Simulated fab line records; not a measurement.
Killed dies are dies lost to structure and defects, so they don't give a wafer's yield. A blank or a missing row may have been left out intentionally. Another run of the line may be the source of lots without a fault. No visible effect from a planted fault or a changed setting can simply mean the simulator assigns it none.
Matching of chambers -- flow n5-finfet -- 4 sister chambers for N5_SPACER0_ALD_07 on ald-sin-03
The step deposits SiNx, target thk 2 nm. 4 wafers are shown with their chamber, then 7 later ones without.

EACH WAFER AND ITS CHAMBER
wafer,chamber,heater-power-w (W)
L081.4,1,884
L085.3,2,1032
L088.3,0,798
L088.5,3,848

WAFERS WHOSE CHAMBER IS MISSING
wafer,heater-power-w (W)
L088.6,786
L089.2,876
L089.4,809
L089.5,799
L093.3,791
L093.5,766
L093.6,883

WHICH CHAMBER EACH ONE RAN IN
wafer,from the rows above,in truth
L088.6,0,0
L089.2,can't be placed: 1 or 3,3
L089.4,can't be placed: 0 or 3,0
L089.5,0,0
L093.3,0,0
L093.5,0,0
L093.6,1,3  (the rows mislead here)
Correct placement for 4 of the 7. Unplaceable from these rows: 2, with the true chamber sitting among the candidates in 2. 1 placed wrongly.
How it was worked out, from the rows above alone: a wafer's distance from a chamber is the root of the sum, over the readings, of the square of ((its reading less the chamber's mean) divided by the reading's scatter). The wafer belongs to the nearest chamber; if the next one is less than 2 further off, it can't be placed. For every chamber, the mean is computed from those of its wafers that are shown. The scatter (one wafer shown for each chamber): square how far every hidden wafer sits from the nearest shown wafer, average those squares and take the square root.
